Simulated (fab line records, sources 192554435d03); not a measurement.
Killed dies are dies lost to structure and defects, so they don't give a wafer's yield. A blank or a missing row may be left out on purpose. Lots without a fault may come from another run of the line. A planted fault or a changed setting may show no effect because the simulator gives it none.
Which tool did it? | flow n5_finfet | 24 lots, 72 wafers sampled, at 5 steps of a route of 1938

WHAT THE GAUGES READ, wafer by wafer
N5_BEOL_M7_INSPECT_13: inspects for defects (brightfield). Usual: raw_defect_count 401, standard deviation 86.
lot  | measured     | on                | raw_defect_count | flag
L074 | day 9 00:59  | defect_inspect-02 | 269 348 324      |
L075 | day 9 01:08  | defect_inspect-02 | 365 361 393      |
L076 | day 9 14:19  | defect_inspect-01 | 338 386 494      |
L078 | day 9 16:11  | defect_inspect-02 | 459 458 285      |
L077 | day 9 22:44  | defect_inspect-02 | 202 363 391      |
L079 | day 9 22:54  | defect_inspect-02 | 380 422 389      |
L080 | day 10 02:14 | defect_inspect-01 | 539 551 470      |
L081 | day 10 05:48 | defect_inspect-01 | 484 420 483      |
L082 | day 11 02:23 | defect_inspect-02 | 368 338 313      |
L083 | day 11 02:41 | defect_inspect-01 | 430 504 563      |
L084 | day 11 06:21 | defect_inspect-02 | 434 432 464      |
L085 | day 11 11:22 | defect_inspect-01 | 487 396 363      |
L086 | day 11 14:17 | defect_inspect-01 | 410 533 442      |
L087 | day 12 02:52 | defect_inspect-02 | 493 352 284      |
L089 | day 12 05:44 | defect_inspect-02 | 393 285 315      |
L088 | day 12 14:59 | defect_inspect-01 | 499 512 516      |
L090 | day 12 22:10 | defect_inspect-01 | 367 342 435      |
L091 | day 12 22:25 | defect_inspect-01 | 457 481 366      |
L093 | day 13 10:23 | defect_inspect-02 | 332 359 366      |
L092 | day 13 14:23 | defect_inspect-02 | 295 337 296      |
L095 | day 13 18:31 | defect_inspect-02 | 293 345 325      |
L094 | day 14 02:47 | defect_inspect-02 | 380 302 524      |
L096 | day 14 06:22 | defect_inspect-02 | 379 341 334      |
L097 | day 14 22:27 | defect_inspect-02 | 343 390 321      |

N5_BEOL_M7_OCD_MEAS_38. Usual: trench_depth_nm 92.0 nm, standard deviation 1.5.
lot  | measured     | on     | trench_depth_nm (nm) | flag
L074 | day 9 04:24  | ocd-02 | 91.8 90.5 91.1       |
L075 | day 9 04:18  | ocd-01 | 93.1 92.0 90.2       |
L076 | day 9 18:26  | ocd-01 | 94.0 92.6 93.1       |
L078 | day 9 18:36  | ocd-02 | 92.1 91.4 91.8       |
L077 | day 10 01:37 | ocd-01 | 91.7 92.1 94.3       |
L079 | day 10 01:42 | ocd-02 | 91.2 91.4 89.5       |
L080 | day 10 05:29 | ocd-02 | 94.1 92.2 93.8       |
L081 | day 10 07:14 | ocd-01 | 89.1 94.2 94.0       |
L082 | day 11 05:48 | ocd-01 | 90.3 91.2 90.9       |
L083 | day 11 06:12 | ocd-02 | 91.3 91.6 92.0       |
L084 | day 11 08:10 | ocd-02 | 91.9 92.8 92.0       |
L085 | day 11 14:14 | ocd-01 | 89.7 89.7 92.1       |
L086 | day 11 16:05 | ocd-02 | 92.4 89.9 93.7       |
L087 | day 12 05:44 | ocd-01 | 94.5 91.1 93.8       |
L089 | day 12 07:21 | ocd-01 | 94.8 95.4 91.7       |
L088 | day 12 16:48 | ocd-02 | 91.1 91.8 91.2       |
L090 | day 12 23:52 | ocd-02 | 95.5 90.6 90.6       |
L091 | day 13 02:47 | ocd-01 | 90.6 91.3 92.0       |
L093 | day 13 11:57 | ocd-02 | 91.9 90.7 92.8       |
L092 | day 13 18:45 | ocd-01 | 93.2 92.4 93.0       |
L095 | day 13 20:25 | ocd-02 | 92.3 91.9 91.7       |
L094 | day 14 05:21 | ocd-02 | 91.3 91.9 91.4       |
L096 | day 14 11:13 | ocd-02 | 90.8 96.7 93.3       |
L097 | day 15 00:46 | ocd-02 | 91.7 91.0 90.0       |

WHICH TOOL RAN EACH LOT (tool, then ch and the chambers of the sampled wafers, then the start)
lot  | N5_BEOL_M7_ETCH_62                 | N5_BEOL_M7_TRENCH_ETCH_37                     | N5_BEOL_M7_ETCH_41
L074 | rie_diel-06 ch 1,2,3, day 9 01:08  | rie_diel-02 ch 0,1,3, day 9 04:24 or earlier  | rie_diel-02 ch 0,1,3, day 9 04:24 or earlier
L075 | rie_diel-03 ch 1,2,3, day 9 01:20  | rie_diel-03 ch 1,2,3, day 9 04:18 or earlier  | rie_diel-03 ch 1,2,3, day 9 04:18 or earlier
L076 | rie_diel-06 ch 2,3, day 9 14:28    | rie_diel-06 ch 0,3, day 9 18:26 or earlier    | rie_diel-06 ch 0,3, day 9 18:26 or earlier
L078 | rie_diel-02 ch 0,2,3, day 9 16:19  | rie_diel-02 ch 0,1,3, day 9 18:36 or earlier  | rie_diel-02 ch 0,1,3, day 9 18:36 or earlier
L077 | rie_diel-03 ch 1,2, day 9 22:52    | rie_diel-06 ch 0,3, day 10 01:37 or earlier   | rie_diel-06 ch 0,3, day 10 01:37 or earlier
L079 | rie_diel-03 ch 1,3, day 9 23:07    | rie_diel-02 ch 0,1,3, day 10 01:42 or earlier | rie_diel-02 ch 0,1,3, day 10 01:42 or earlier
L080 | rie_diel-02 ch 0,2,3, day 10 02:22 | rie_diel-06 ch 0,1,3, day 10 05:29 or earlier | rie_diel-06 ch 0,1,3, day 10 05:29 or earlier
L081 | rie_diel-03 ch 2,3, day 10 05:56   | rie_diel-06 ch 1,2,3, day 10 07:14 or earlier | rie_diel-06 ch 1,2,3, day 10 07:14 or earlier
L082 | rie_diel-03 ch 1,2, day 11 02:31   | rie_diel-02 ch 2,3, day 11 05:48 or earlier   | rie_diel-02 ch 2,3, day 11 05:48 or earlier
L083 | rie_diel-06 ch 0,2,3, day 11 02:51 | rie_diel-02 ch 2,3, day 11 06:12 or earlier   | rie_diel-02 ch 2,3, day 11 06:12 or earlier
L084 | rie_diel-03 ch 2,3, day 11 06:29   | rie_diel-02 ch 0,2, day 11 08:10 or earlier   | rie_diel-02 ch 0,2, day 11 08:10 or earlier
L085 | rie_diel-02 ch 0,2,3, day 11 11:32 | rie_diel-03 ch 2,3, day 11 14:14 or earlier   | rie_diel-03 ch 2,3, day 11 14:14 or earlier
L086 | rie_diel-06 ch 1,2,3, day 11 14:40 | rie_diel-03 ch 1,2,3, day 11 16:05 or earlier | rie_diel-03 ch 1,2,3, day 11 16:05 or earlier
L087 | rie_diel-06 ch 1,3, day 12 03:04   | rie_diel-06 ch 0,1,3, day 12 05:44 or earlier | rie_diel-06 ch 0,1,3, day 12 05:44 or earlier
L089 | rie_diel-03 ch 0,1,2, day 12 05:53 | rie_diel-06 ch 0,1,3, day 12 07:21 or earlier | rie_diel-06 ch 0,1,3, day 12 07:21 or earlier
L088 | rie_diel-02 ch 0,2, day 12 15:08   | rie_diel-02 ch 0,1, day 12 16:48 or earlier   | rie_diel-02 ch 0,1, day 12 16:48 or earlier
L090 | rie_diel-06 ch 0,1,3, day 12 22:21 | rie_diel-06 ch 1,2, day 12 23:52 or earlier   | rie_diel-06 ch 1,2, day 12 23:52 or earlier
L091 | rie_diel-02 ch 0,1,2, day 12 22:40 | rie_diel-02 ch 0,2,3, day 13 02:47 or earlier | rie_diel-02 ch 0,2,3, day 13 02:47 or earlier
L093 | rie_diel-06 ch 1,2, day 13 10:33   | rie_diel-03 ch 0,2,3, day 13 11:57 or earlier | rie_diel-03 ch 0,2,3, day 13 11:57 or earlier
L092 | rie_diel-03 ch 0,1,3, day 13 14:31 | rie_diel-03 ch 1,2,3, day 13 18:45 or earlier | rie_diel-03 ch 1,2,3, day 13 18:45 or earlier
L095 | rie_diel-02 ch 0,2, day 13 18:52   | rie_diel-03 ch 1,2,3, day 13 20:25 or earlier | rie_diel-03 ch 1,2,3, day 13 20:25 or earlier
L094 | rie_diel-02 ch 0,2, day 14 03:13   | rie_diel-02 ch 0,1,3, day 14 05:21 or earlier | rie_diel-02 ch 0,1,3, day 14 05:21 or earlier
L096 | rie_diel-06 ch 0,2,3, day 14 06:46 | rie_diel-06 ch 0,2,3, day 14 11:13 or earlier | rie_diel-06 ch 0,2,3, day 14 11:13 or earlier
L097 | rie_diel-03 ch 0,2,3, day 14 22:49 | rie_diel-03 ch 0,3, day 15 00:46 or earlier   | rie_diel-03 ch 0,3, day 15 00:46 or earlier
- N5_BEOL_M7_ETCH_62: etches SOC in N2/H2, target depth 110 nm, overetch 22 nm, time 165 s.
- N5_BEOL_M7_TRENCH_ETCH_37: etches SiCOH lowk in C4F6/O2, target depth 93.478 nm, time 31.2 s.
- N5_BEOL_M7_ETCH_41: etches SiCN in CH3F/O2, target depth 31.9 nm, time 57.8 s.

WHAT THE TOOLS THEMSELVES READ (means of the sampled wafers that have a number; where no wafer has one, the mark that the record gives instead)
N5_BEOL_M7_ETCH_62. Usual: drypump_motor_current_A 5.5 A, standard deviation 0.54; h2_flow_sccm 200.0 sccm, standard deviation 0.54; n2_flow_sccm 200.0 sccm, standard deviation 0.57; oes_product_au 0.67 a.u., standard deviation 0.071; rf_vpp_V 523 V, standard deviation 3.2; showerhead_plenum_p_Torr 2.52 Torr, standard deviation 0.12; throttle_valve_pct 17.85 %, standard deviation 0.28.
lot  | tool        | drypump_motor_current_A (A) | h2_flow_sccm (sccm) | n2_flow_sccm (sccm) | oes_product_au (a.u.) | rf_vpp_V (V) | showerhead_plenum_p_Torr (Torr) | throttle_valve_pct (%) | flag
L074 | rie_diel-06 | 4.9                         | 199.9               | 200.4               | 0.65                  | 525          | 2.57                            | 17.81                  |
L075 | rie_diel-03 | 5.6                         | 200.0               | 199.4               | 0.68                  | 524          | 2.53                            | 17.73                  |
L076 | rie_diel-06 | 4.7                         | 199.2               | 200.6               | 0.66                  | 524          | 2.54                            | 17.91                  |
L078 | rie_diel-02 | 5.8                         | 199.9               | 199.7               | 0.71                  | 522          | 2.48                            | 17.85                  |
L077 | rie_diel-03 | 5.2                         | 199.5               | 199.8               | 0.72                  | 524          | 2.55                            | 17.74                  |
L079 | rie_diel-03 | 6.0                         | 200.3               | 200.0               | 0.64                  | 523          | 2.50                            | 17.77                  |
L080 | rie_diel-02 | 5.8                         | 199.8               | 200.4               | 0.71                  | 521          | 2.48                            | 17.86                  |
L081 | rie_diel-03 | 6.1                         | 200.3               | 199.5               | 0.63                  | 521          | 2.42                            | 17.83                  |
L082 | rie_diel-03 | 5.2                         | 200.5               | 199.8               | 0.71                  | 524          | 2.55                            | 17.75                  |
L083 | rie_diel-06 | 5.3                         | 200.4               | 199.8               | 0.62                  | 522          | 2.49                            | 18.14                  |
L084 | rie_diel-03 | 6.1                         | 199.8               | 200.7               | 0.62                  | 521          | 2.42                            | 17.85                  |
L085 | rie_diel-02 | 5.8                         | 199.8               | 200.0               | 0.70                  | 522          | 2.47                            | 17.87                  |
L086 | rie_diel-06 | 5.0                         | 200.1               | 199.8               | 0.64                  | 525          | 2.56                            | 17.83                  |
L087 | rie_diel-06 | 5.0                         | 200.0               | 200.0               | 0.67                  | 526          | 2.57                            | 17.70                  |
L089 | rie_diel-03 | 5.4                         | 199.6               | 200.0               | 0.66                  | 525          | 2.60                            | 17.75                  |
L088 | rie_diel-02 | 5.7                         | 199.3               | 199.8               | 0.67                  | 520          | 2.41                            | 17.97                  |
L090 | rie_diel-06 | 5.5                         | 200.2               | 199.5               | 0.63                  | 524          | 2.53                            | 17.92                  |
L091 | rie_diel-02 | 5.6                         | 199.9               | 200.0               | 0.69                  | 521          | 2.42                            | 17.96                  |
L093 | rie_diel-06 | 5.2                         | 200.5               | 199.7               | 0.70                  | 524          | 2.59                            | 17.58                  |
L092 | rie_diel-03 | 5.8                         | 199.9               | 199.6               | 0.70                  | 528          | 2.67                            | 17.61                  |
L095 | rie_diel-02 | 5.7                         | 199.5               | 200.4               | 0.63                  | 520          | 2.37                            | 18.16                  |
L094 | rie_diel-02 | 5.7                         | 200.4               | 199.7               | 0.65                  | 520          | 2.40                            | 18.00                  |
L096 | rie_diel-06 | 5.2                         | 200.0               | 200.1               | 0.76                  | 526          | 2.59                            | 17.85                  |
L097 | rie_diel-03 | 5.9                         | 199.6               | 200.1               | 0.68                  | 525          | 2.59                            | 17.68                  |

N5_BEOL_M7_TRENCH_ETCH_37. Usual: drypump_motor_current_A 5.6 A, standard deviation 0.54; oes_product_au 0.79 a.u., standard deviation 0.088; rf_vpp_V 655 V, standard deviation 14; showerhead_plenum_p_Torr 2.83 Torr, standard deviation 0.13; throttle_valve_pct 20.98 %, standard deviation 0.24.
lot  | tool        | drypump_motor_current_A (A) | oes_product_au (a.u.) | rf_vpp_V (V) | showerhead_plenum_p_Torr (Torr) | throttle_valve_pct (%) | flag
L074 | rie_diel-02 | 5.7                         | 0.79                  | 661          | 2.81                            | 21.18                  |
L075 | rie_diel-03 | 5.6                         | 0.80                  | 649          | 2.82                            | 20.83                  |
L076 | rie_diel-06 | 5.3                         | 0.78                  | 663          | 2.79                            | 20.99                  |
L078 | rie_diel-02 | 5.7                         | 0.78                  | 661          | 2.80                            | 21.20                  |
L077 | rie_diel-06 | 5.7                         | 0.74                  | 670          | 2.74                            | 21.17                  |
L079 | rie_diel-02 | 5.7                         | 0.78                  | 662          | 2.80                            | 21.19                  |
L080 | rie_diel-06 | 5.5                         | 0.77                  | 660          | 2.84                            | 21.02                  |
L081 | rie_diel-06 | 4.9                         | 0.76                  | 650          | 2.88                            | 21.02                  |
L082 | rie_diel-02 | 5.7                         | 0.84                  | 655          | 2.82                            | 20.90                  |
L083 | rie_diel-02 | 5.8                         | 0.84                  | 655          | 2.82                            | 20.91                  |
L084 | rie_diel-02 | 5.7                         | 0.78                  | 651          | 2.71                            | 21.04                  |
L085 | rie_diel-03 | 6.1                         | 0.71                  | 646          | 2.70                            | 20.92                  |
L086 | rie_diel-03 | 5.6                         | 0.77                  | 647          | 2.81                            | 20.87                  |
L087 | rie_diel-06 | 5.5                         | 0.75                  | 660          | 2.83                            | 21.06                  |
L089 | rie_diel-06 | 5.4                         | 0.76                  | 659          | 2.83                            | 21.04                  |
L088 | rie_diel-02 | 5.5                         | 0.85                  | 646          | 2.75                            | 21.11                  |
L090 | rie_diel-06 | 4.9                         | 0.91                  | 649          | 2.88                            | 20.94                  |
L091 | rie_diel-02 | 5.8                         | 0.80                  | 663          | 2.77                            | 21.06                  |
L093 | rie_diel-03 | 5.9                         | 0.81                  | 652          | 2.90                            | 20.80                  |
L092 | rie_diel-03 | 5.6                         | 0.85                  | 652          | 2.92                            | 20.75                  |
L095 | rie_diel-03 | 5.6                         | 0.85                  | 652          | 2.92                            | 20.75                  |
L094 | rie_diel-02 | 5.7                         | 0.83                  | 660          | 2.79                            | 21.09                  |
L096 | rie_diel-06 | 5.2                         | 0.89                  | 664          | 2.88                            | 20.94                  |
L097 | rie_diel-03 | 6.3                         | 0.83                  | 646          | 2.97                            | 20.62                  |

N5_BEOL_M7_ETCH_41. Usual: drypump_motor_current_A 5.6 A, standard deviation 0.53; oes_product_au 0.79 a.u., standard deviation 0.088; rf_vpp_V 297.2 V, standard deviation 2; showerhead_plenum_p_Torr 1.99 Torr, standard deviation 0.092; throttle_valve_pct 16.37 %, standard deviation 0.24.
lot  | tool        | drypump_motor_current_A (A) | oes_product_au (a.u.) | rf_vpp_V (V) | showerhead_plenum_p_Torr (Torr) | throttle_valve_pct (%) | flag
L074 | rie_diel-02 | 5.7                         | 0.80                  | 296.2        | 1.97                            | 16.52                  |
L075 | rie_diel-03 | 5.6                         | 0.80                  | 296.5        | 1.98                            | 16.25                  |
L076 | rie_diel-06 | 5.2                         | 0.79                  | 297.2        | 1.96                            | 16.44                  |
L078 | rie_diel-02 | 5.7                         | 0.78                  | 296.9        | 1.97                            | 16.53                  |
L077 | rie_diel-06 | 5.7                         | 0.74                  | 295.8        | 1.92                            | 16.62                  |
L079 | rie_diel-02 | 5.7                         | 0.78                  | 297.3        | 1.97                            | 16.53                  |
L080 | rie_diel-06 | 5.5                         | 0.77                  | 297.5        | 2.00                            | 16.46                  |
L081 | rie_diel-06 | 4.9                         | 0.76                  | 298.0        | 2.03                            | 16.42                  |
L082 | rie_diel-02 | 5.7                         | 0.85                  | 296.3        | 1.98                            | 16.25                  |
L083 | rie_diel-02 | 5.7                         | 0.84                  | 296.4        | 1.98                            | 16.25                  |
L084 | rie_diel-02 | 5.7                         | 0.78                  | 295.4        | 1.90                            | 16.41                  |
L085 | rie_diel-03 | 6.0                         | 0.71                  | 295.4        | 1.89                            | 16.42                  |
L086 | rie_diel-03 | 5.6                         | 0.77                  | 296.9        | 1.97                            | 16.29                  |
L087 | rie_diel-06 | 5.5                         | 0.76                  | 297.5        | 1.99                            | 16.49                  |
L089 | rie_diel-06 | 5.5                         | 0.75                  | 298.3        | 1.99                            | 16.48                  |
L088 | rie_diel-02 | 5.6                         | 0.85                  | 296.0        | 1.93                            | 16.44                  |
L090 | rie_diel-06 | 4.9                         | 0.91                  | 297.6        | 2.02                            | 16.24                  |
L091 | rie_diel-02 | 5.8                         | 0.79                  | 295.9        | 1.95                            | 16.39                  |
L093 | rie_diel-03 | 5.9                         | 0.81                  | 298.4        | 2.04                            | 16.25                  |
L092 | rie_diel-03 | 5.6                         | 0.85                  | 298.1        | 2.05                            | 16.16                  |
L095 | rie_diel-03 | 5.6                         | 0.85                  | 299.3        | 2.05                            | 16.15                  |
L094 | rie_diel-02 | 5.7                         | 0.82                  | 296.5        | 1.96                            | 16.41                  |
L096 | rie_diel-06 | 5.2                         | 0.89                  | 298.4        | 2.03                            | 16.32                  |
L097 | rie_diel-03 | 6.3                         | 0.83                  | 299.7        | 2.09                            | 16.07                  |

THE ANSWER, worked out from the rows above alone
Rule: a lot is off if the mean of its wafers that have a number lies more than 3 standard deviations from the usual mean. A lot without any number at a reading at which 4 lots or more have one is off too. The other lots that the step has rows for count as sound. The gauges are gone through in route order, then the tools' own readings, and for those a lot's mean is taken as printed above. The first step at which some lot is off is used, and at that step the reading that is off furthest; a lot without a number counts as furthest.
No lot is off at any reading shown: from this, nothing can be told.

WHAT THE SIMULATOR HAD PUT IN
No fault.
